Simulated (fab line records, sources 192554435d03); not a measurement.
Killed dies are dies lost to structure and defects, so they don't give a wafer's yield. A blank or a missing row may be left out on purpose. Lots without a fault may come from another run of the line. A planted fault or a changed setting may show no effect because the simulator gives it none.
fab line records | flow n5_finfet
record lots=24 wafers=72 last_day=18
route steps=1938 shown BEOL_M8@1387 BEOL_M9@1454
lots that met no fault: from a run of the same line without faults
start_h: hours from the record's first day to the start of the lot's first wafer shown | wait_h: hours since the lot's step before | " the same as in the row above | L1.1+2: a row that stands for several wafers | - no value, or no start given | * or withheld: withheld | < > ~ a bound
route shown NAME@n: a module of which the file shows steps, and the number in the route of the first | usual: mean/standard deviation of fault-free wafers | same: alike in all rows | chamber/n: place in a boat | sites: the reading at each site | _std_site: their standard deviation | _edge_site: outer sites' mean less inner sites' | radius_mm: how far each site lies from the wafer's centre | mask NAME#n: copy n | behind: the tool/chamber that last shaped the wafer | hold: why the lot was held/for how many hours/how that ended | device: the transistor (n, p or np) that didn't switch | end of line: the same wafers' tests at the end of the route | a step without rows: its recipe alone | killed: dies lost to structure and defects at the first sort, not the wafer's yield | map: a wafer's dies, x killed, . not, _ none there
set.NAME: the setting as run; set.NAME@STEP: as run at that earlier step | model.NAME: the simulator's own value behind a step, which no gauge read
steps of the route over a sample of lots; a table a step, a row a wafer
services: from which hour (start_h, from the record's first day; less than 0 if before it) a tool's chamber was out of use, for how many hours, and why
## steps
# step N5_BEOL_M8_DEGAS_44
# recipe ambient=vacuum temp_c=250 time_s=60
# usual heater_power_w=342/36
# columns lot.wafer tool chamber start_h wait_h heater_power_w
L074.2 pvd_sputter-03 - 198.88 0.6 381
L074.3 " - " " 328
L074.4 " - " " 402
L075.2 pvd_sputter-02 - 203.05 0.5 315
L075.4 " - " " 335
L075.5 " - " " 335
L076.1 pvd_sputter-03 - 208.46 0.3 389
L076.3 " - " " 354
L076.4 " - " " 321
L078.1 pvd_sputter-03 - 213.89 0.6 416
L078.3 " - " " 344
L078.6 " - " " 399
L077.1 pvd_sputter-01 - 214.27 0.3 299
L077.4 " - " " 377
L077.6 " - " " 296
L079.1 pvd_sputter-01 - 222.68 0.7 349
L079.3 " - " " 300
L079.5 " - " " 302
L080.1 pvd_sputter-02 - 232.02 0.3 314
L080.2 " - " " 361
L080.4 " - " " 313
L081.1 pvd_sputter-03 - 244.10 0.3 392
L081.2 " - " " 396
L081.3 " - " " 352
L082.1 pvd_sputter-03 - 257.78 0.6 326
L082.2 " - " " 346
L082.6 " - " " 413
L083.1 pvd_sputter-03 - 268.22 0.3 323
L083.2 " - " " 414
L083.4 " - " " 393
L084.1 pvd_sputter-01 - 276.15 0.3 341
L084.3 " - " " 286
L084.6 " - " " 302
L085.2 pvd_sputter-02 - 276.46 0.2 306
L085.3 " - " " 357
L085.6 " - " " 359
L086.2 pvd_sputter-02 - 279.13 0.2 309
L086.3 " - " " 372
L086.4 " - " " 303
L088.1 pvd_sputter-03 - 282.97 1.8 393
L088.2 " - " " 331
L088.5 " - " " 390
L087.2 pvd_sputter-01 - 288.23 0.3 375
L087.4 " - " " 288
L087.6 " - " " 302
L089.1 pvd_sputter-01 - 288.51 0.3 289
L089.5 " - " " 333
L089.6 " - " " 299
L090.1 pvd_sputter-02 - 292.26 1.5 314
L090.3 " - " " 358
L090.5 " - " " 362
L091.2 pvd_sputter-03 - 314.59 0.3 325
L091.3 " - " " 353
L091.4 " - " " 389
L094.2 pvd_sputter-01 - 318.15 0.5 304
L094.5 " - " " 291
L094.6 " - " " 332
L092.1 pvd_sputter-01 - 318.69 0.3 336
L092.2 " - " " 367
L092.5 " - " " 365
L093.2 pvd_sputter-01 - 324.38 0.5 286
L093.4 " - " " 333
L093.6 " - " " 301
L096.1 pvd_sputter-02 - 338.48 0.5 334
L096.2 " - " " 300
L096.3 " - " " 360
L095.1 pvd_sputter-02 - 340.00 0.4 311
L095.3 " - " " 330
L095.4 " - " " 307
L097.1 pvd_sputter-03 - 342.84 1.9 414
L097.4 " - " " 347
L097.5 " - " " 337
# step N5_BEOL_M8_SURFACE_TREAT_79
# recipe gas=Ar time_s=* ion_energy_ev=* ion_current_ma_cm2=0.5 pressure_mtorr=* ar_flow_sccm=30
# usual throttle_valve_pct=*
# columns lot.wafer tool chamber start_h wait_h throttle_valve_pct
L074.2 pvd_sputter-03 - 199.44 0.3 *
L074.3 " - " " *
L074.4 " - " " *
L075.2 pvd_sputter-02 - 203.45 0.2 *
L075.4 " - " " *
L075.5 " - " " *
L076.1 pvd_sputter-03 - 208.85 0.2 *
L076.3 " - " " *
L076.4 " - " " *
L078.1 pvd_sputter-03 - 214.29 0.2 *
L078.3 " - " " *
L078.6 " - " " *
L077.1 pvd_sputter-03 - 214.68 0.2 *
L077.4 " - " " *
L077.6 " - " " *
L079.1 pvd_sputter-02 - 223.26 0.2 *
L079.3 " - " " *
L079.5 " - " " *
L080.1 pvd_sputter-03 - 232.43 0.2 *
L080.2 " - " " *
L080.4 " - " " *
L081.1 pvd_sputter-01 - 244.64 0.2 *
L081.2 " - " " *
L081.3 " - " " *
L082.1 pvd_sputter-01 - 258.26 0.2 *
L082.2 " - " " *
L082.6 " - " " *
L083.1 pvd_sputter-02 - 268.74 0.3 *
L083.2 " - " " *
L083.4 " - " " *
L084.1 pvd_sputter-02 - 276.54 0.2 *
L084.3 " - " " *
L084.6 " - " " *
L085.2 pvd_sputter-01 - 278.45 1.5 *
L085.3 " - " " *
L085.6 " - " " *
L086.2 pvd_sputter-01 - 279.71 0.3 *
L086.3 " - " " *
L086.4 " - " " *
L088.1 pvd_sputter-01 - 283.39 0.2 *
L088.2 " - " " *
L088.5 " - " " *
L087.2 pvd_sputter-02 - 288.64 0.2 *
L087.4 " - " " *
L087.6 " - " " *
L089.1 pvd_sputter-02 - 289.18 0.3 *
L089.5 " - " " *
L089.6 " - " " *
L090.1 pvd_sputter-01 - 292.84 0.2 *
L090.3 " - " " *
L090.5 " - " " *
L091.2 pvd_sputter-02 - 317.07 2.0 *
L091.3 " - " " *
L091.4 " - " " *
L094.2 pvd_sputter-01 - 318.65 0.3 *
L094.5 " - " " *
L094.6 " - " " *
L092.1 pvd_sputter-02 - 322.79 3.8 *
L092.2 " - " " *
L092.5 " - " " *
L093.2 pvd_sputter-01 - 324.86 0.2 *
L093.4 " - " " *
L093.6 " - " " *
L096.1 pvd_sputter-01 - 338.91 0.2 *
L096.2 " - " " *
L096.3 " - " " *
L095.1 pvd_sputter-03 - 340.39 0.2 *
L095.3 " - " " *
L095.4 " - " " *
L097.1 pvd_sputter-02 - 343.51 0.4 *
L097.4 " - " " *
L097.5 " - " " *
# step N5_BEOL_M9_CD_MEAS_35
# recipe target_cd_nm=70 target_cd_y_nm=40 polarity=opening
# usual cd_nm=70.2/0.65
# columns lot.wafer tool chamber start_h wait_h cd_nm
L074.2 cd_sem-02 - 207.43 0.0 70.8
L074.3 " - " " 72.2
L074.4 " - " " 71.2
L075.2 cd_sem-01 - 211.14 0.0 70.3
L075.4 " - " " 69.4
L075.5 " - " " 70.7
L076.1 cd_sem-01 - 215.31 0.0 69.3
L076.3 " - " " 69.9
L076.4 " - " " 69.6
L077.1 cd_sem-02 - 221.54 0.0 70.1
L077.4 " - " " 70.1
L077.6 " - " " 70.2
L078.1 cd_sem-01 - 222.08 0.0 70.4
L078.3 " - " " 70.8
L078.6 " - " " 70.8
L079.1 cd_sem-02 - 230.13 0.0 70.1
L079.3 " - " " 69.3
L079.5 " - " " 69.6
L080.1 cd_sem-02 - 237.70 0.0 70.8
L080.2 " - " " 70.8
L080.4 " - " " 71.6
L081.1 cd_sem-02 - 257.50 0.0 69.5
L081.2 " - " " 68.7
L081.3 " - " " 68.5
L082.1 cd_sem-02 - 264.02 0.0 70.7
L082.2 " - " " 69.6
L082.6 " - " " 70.1
L083.1 cd_sem-02 - 275.12 0.0 70.5
L083.2 " - " " 70.9
L083.4 " - " " 71.4
L084.1 cd_sem-02 - 283.14 0.0 70.2
L084.3 " - " " 70.0
L084.6 " - " " 69.7
L085.2 cd_sem-01 - 283.32 0.0 70.2
L085.3 " - " " 71.4
L085.6 " - " " 70.2
L086.2 cd_sem-01 - 285.78 0.0 70.6
L086.3 " - " " 68.8
L086.4 " - " " 69.3
L088.1 cd_sem-03 - 287.93 0.0 71.5
L088.2 " - " " 69.6
L088.5 " - " " 70.5
L087.2 cd_sem-01 - 297.28 0.0 71.5
L087.4 " - " " 71.2
L087.6 " - " " 70.5
L089.1 cd_sem-01 - 297.55 0.0 70.6
L089.5 " - " " 69.9
L089.6 " - " " 70.1
L090.1 cd_sem-02 - 301.34 0.0 70.8
L090.3 " - " " 70.5
L090.5 " - " " 70.4
L094.2 cd_sem-03 - 325.87 0.0 70.6
L094.5 " - " " 70.1
L094.6 " - " " 69.3
L091.2 cd_sem-03 - 325.92 0.0 69.3
L091.3 " - " " 70.6
L091.4 " - " " 69.7
L092.1 cd_sem-01 - 329.45 0.0 69.8
L092.2 " - " " 69.9
L092.5 " - " " 71.5
L093.2 cd_sem-02 - 331.74 0.0 70.3
L093.4 " - " " 70.1
L093.6 " - " " 70.4
L096.1 cd_sem-01 - 348.03 0.0 70.5
L096.2 " - " " 70.8
L096.3 " - " " 70.6
L095.1 cd_sem-03 - 348.57 0.0 71.0
L095.3 " - " " 70.5
L095.4 " - " " 70.5
L097.1 cd_sem-03 - 350.13 0.0 70.7
L097.4 " - " " 71.1
L097.5 " - " " 70.7
# step N5_BEOL_M9_PRE_CLEAN_45
# recipe gas=H2/He time_s=30 temp_c=250
# usual heater_power_w=338/36
# columns lot.wafer tool chamber start_h wait_h heater_power_w
L074.2 pvd_sputter-01 - 207.86 0.0 368
L074.3 " - " " 302
L074.4 " - " " 345
L075.2 pvd_sputter-03 - 211.93 0.0 401
L075.4 " - " " 384
L075.5 " - " " 352
L076.1 pvd_sputter-03 - 215.72 0.0 403
L076.3 " - " " 354
L076.4 " - " " 389
L077.1 pvd_sputter-01 - 222.64 0.0 373
L077.4 " - " " 292
L077.6 " - " " 366
L078.1 pvd_sputter-02 - 223.22 0.0 311
L078.3 " - " " 371
L078.6 " - " " 312
L079.1 pvd_sputter-02 - 231.64 0.0 309
L079.3 " - " " 357
L079.5 " - " " 358
L080.1 pvd_sputter-02 - 238.91 0.0 302
L080.2 " - " " 338
L080.4 " - " " 303
L081.1 pvd_sputter-01 - 258.06 0.0 379
L081.2 " - " " 338
L081.3 " - " " 307
L082.1 pvd_sputter-02 - 264.74 0.0 310
L082.2 " - " " 338
L082.6 " - " " 336
L083.1 pvd_sputter-01 - 275.62 0.0 289
L083.2 " - " " 308
L083.4 " - " " 328
L084.1 pvd_sputter-01 - 283.57 0.0 306
L084.3 " - " " 335
L084.6 " - " " 290
L085.2 pvd_sputter-03 - 283.87 0.0 350
L085.3 " - " " 395
L085.6 " - " " 341
L086.2 pvd_sputter-01 - 288.01 0.0 300
L086.3 " - " " 373
L086.4 " - " " 285
L088.1 pvd_sputter-01 - 288.35 0.0 295
L088.2 " - " " 382
L088.5 " - " " 337
L087.2 pvd_sputter-03 - 297.99 0.0 343
L087.4 " - " " 333
L087.6 " - " " 414
L089.1 pvd_sputter-03 - 298.15 0.0 340
L089.5 " - " " 404
L089.6 " - " " 328
L090.1 pvd_sputter-01 - 301.87 0.0 303
L090.3 " - " " 342
L090.5 " - " " 295
L094.2 pvd_sputter-01 - 326.32 0.0 289
L094.5 " - " " 300
L094.6 " - " " 336
L091.2 pvd_sputter-03 - 326.62 0.0 382
L091.3 " - " " 329
L091.4 " - " " 338
L092.1 pvd_sputter-03 - 330.17 0.0 415
L092.2 " - " " 386
L092.5 " - " " 321
L093.2 pvd_sputter-02 - 332.14 0.0 327
L093.4 " - " " 357
L093.6 " - " " 373
L096.1 pvd_sputter-02 - 348.94 0.0 314
L096.2 " - " " 358
L096.3 " - " " 314
L095.1 pvd_sputter-01 - 349.29 0.0 351
L095.3 " - " " 296
L095.4 " - " " 364
L097.1 pvd_sputter-01 - 352.20 0.0 363
L097.4 " - " " 282
L097.5 " - " " 292
# step N5_BEOL_M9_ALD_74
# recipe material=TaN target_thk_a=20 temp_c=275 ald_precursor_family=PDMAT ald_co_reactant=NH3 pressure_torr=3 carrier_flow_sccm=1500 pulse_time_s=2 purge_time_s=3 co_reactant_purge_time_s=2 co_reactant_pulse_time_s=3 ald_cycles=40 precursor_vessel_temp_c=75 precursor_vessel_pressure_torr=26.25 precursor_vessel_carrier_sccm=1000
# usual heater_power_w=421/44
# same ald_cycles=40
# columns lot.wafer tool chamber start_h wait_h heater_power_w
L074.2 ald_metal-03 2 207.92 0.0 412
L074.3 " 0 " " 426
L074.4 " 3 " " 483
L075.2 ald_metal-02 1 212.16 0.2 410
L075.4 " 2 " " 415
L075.5 " 2 " " 420
L076.1 ald_metal-03 1 215.78 0.0 363
L076.3 " 3 " " 463
L076.4 " 2 " " 428
L077.1 ald_metal-01 2 222.76 0.1 453
L077.4 " 3 " " 450
L077.6 " 1 " " 347
L078.1 ald_metal-01 2 223.45 0.2 469
L078.3 " 0 " " 413
L078.6 " 3 " " 441
L079.1 ald_metal-03 3 231.70 0.0 463
L079.3 " 0 " " 427
L079.5 " 3 " " 470
L080.1 ald_metal-02 1 238.97 0.0 417
L080.2 " 0 " " 348
L080.4 " 3 " " 480
L081.1 ald_metal-02 1 258.12 0.0 414
L081.2 " 0 " " 358
L081.3 " 3 " " 499
L082.1 ald_metal-02 3 264.80 0.0 488
L082.2 " 0 " " 370
L082.6 " 2 " " 416
L083.1 ald_metal-02 2 275.69 0.1 413
L083.2 " 0 " " 366
L083.4 " 1 " " 419
L084.1 ald_metal-01 1 283.63 0.0 352
L084.3 " 2 " " 466
L084.6 " 3 " " 461
L085.2 ald_metal-01 1 283.94 0.1 343
L085.3 " 2 " " 457
L085.6 " 2 " " 461
L086.2 ald_metal-01 0 288.07 0.0 414
L086.3 " 2 " " 482
L086.4 " 3 " " 448
L088.1 ald_metal-01 3 288.41 0.0 457
L088.2 " 1 " " 348
L088.5 " 0 " " 412
L087.2 ald_metal-02 2 298.05 0.0 412
L087.4 " 1 " " 416
L087.6 " 3 " " 497
L089.1 ald_metal-01 1 298.23 0.1 345
L089.5 " 0 " " 398
L089.6 " 3 " " 445
L090.1 ald_metal-03 3 301.93 0.0 472
L090.3 " 1 " " 359
L090.5 " 3 " " 477
L094.2 ald_metal-03 3 326.38 0.0 483
L094.5 " 3 " " 479
L094.6 " 2 " " 424
L091.2 ald_metal-02 3 326.70 0.1 490
L091.3 " 2 " " 408
L091.4 " 1 " " 406
L092.1 ald_metal-01 2 330.23 0.0 473
L092.2 " 0 " " 415
L092.5 " 3 " " 456
L093.2 ald_metal-02 0 332.20 0.0 360
L093.4 " 1 " " 410
L093.6 " 0 " " 362
L096.1 ald_metal-01 1 349.00 0.0 343
L096.2 " 0 " " 402
L096.3 " 3 " " 461
L095.1 ald_metal-03 2 349.36 0.0 430
L095.3 " 0 " " 430
L095.4 " 1 " " 358
L097.1 ald_metal-02 1 352.26 0.0 410
L097.4 " 3 " " 483
L097.5 " 0 " " 353
# step N5_BEOL_M9_RS_MEAS_57
# recipe thk_meas_gauge=four-point-probe reads=Cu_of_BEOL_M9_ECD_50+Co_of_BEOL_M9_CVD_78+TaN_of_BEOL_M9_ALD_74
# usual M9_RS=0.152/0.0035
# columns lot.wafer tool chamber start_h wait_h M9_RS[ohm/sq]
L074.2 film_metro-01 - 209.99 0.1 0.149
L074.3 " - " " 0.152
L074.4 " - " " 0.152
L075.2 film_metro-02 - 214.08 0.1 0.156
L075.4 " - " " 0.150
L075.5 " - " " 0.154
L076.1 film_metro-01 - 217.94 0.1 0.158
L076.3 " - " " 0.156
L076.4 " - " " 0.156
L077.1 film_metro-02 - 224.39 0.1 0.152
L077.4 " - " " 0.148
L077.6 " - " " 0.150
L078.1 film_metro-02 - 225.11 0.1 0.147
L078.3 " - " " 0.148
L078.6 " - " " 0.154
L079.1 film_metro-02 - 233.14 0.1 0.151
L079.3 " - " " 0.150
L079.5 " - " " 0.153
L080.1 film_metro-01 - 240.50 0.1 0.149
L080.2 " - " " 0.150
L080.4 " - " " 0.151
L081.1 film_metro-01 - 259.68 0.1 0.150
L081.2 " - " " 0.155
L081.3 " - " " 0.152
L082.1 film_metro-01 - 268.90 0.1 0.153
L082.2 " - " " 0.154
L082.6 " - " " 0.149
L083.1 film_metro-01 - 277.39 0.1 0.155
L083.2 " - " " 0.149
L083.4 " - " " 0.150
L084.1 film_metro-01 - 286.50 0.1 0.156
L084.3 " - " " 0.156
L084.6 " - " " 0.153
L085.2 film_metro-01 - 287.38 0.1 0.147
L085.3 " - " " 0.158
L085.6 " - " " 0.155
L086.2 film_metro-02 - 289.63 0.1 0.153
L086.3 " - " " 0.149
L086.4 " - " " 0.155
L088.1 film_metro-02 - 289.98 0.1 0.148
L088.2 " - " " 0.151
L088.5 " - " " 0.150
L089.1 film_metro-02 - 300.65 0.1 0.154
L089.5 " - " " 0.156
L089.6 " - " " 0.151
L087.2 film_metro-01 - 301.13 0.1 0.157
L087.4 " - " " 0.154
L087.6 " - " " 0.149
L090.1 film_metro-01 - 303.52 0.1 0.155
L090.3 " - " " 0.157
L090.5 " - " " 0.151
L094.2 film_metro-01 - 328.04 0.1 0.148
L094.5 " - " " 0.160
L094.6 " - " " 0.149
L091.2 film_metro-01 - 329.53 0.1 0.155
L091.3 " - " " 0.156
L091.4 " - " " 0.153
L092.1 film_metro-02 - 332.36 0.1 0.149
L092.2 " - " " 0.148
L092.5 " - " " 0.149
L093.2 film_metro-02 - 333.74 0.1 0.152
L093.4 " - " " 0.154
L093.6 " - " " 0.146
L096.1 film_metro-02 - 351.41 0.1 0.157
L096.2 " - " " 0.151
L096.3 " - " " 0.145
L095.1 film_metro-01 - 351.68 0.1 0.153
L095.3 " - " " 0.153
L095.4 " - " " 0.144
L097.1 film_metro-02 - 353.80 0.1 0.146
L097.4 " - " " 0.153
L097.5 " - " " 0.153
## services
# columns tool chamber start_h hours kind
ald_metal-02 - 182.34 0.3 repair
ald_metal-02 - 220.53 14.6 pm
ald_metal-03 - 234.39 8.7 pm
ald_metal-02 1 241.83 1.8 repair
ald_metal-03 3 243.38 8.7 repair
ald_metal-01 0 252.53 34.1 repair
ald_metal-01 - 257.65 6.0 pm
ald_metal-03 0 291.00 3.5 repair
ald_metal-02 2 349.32 19.5 repair
## key
fault none
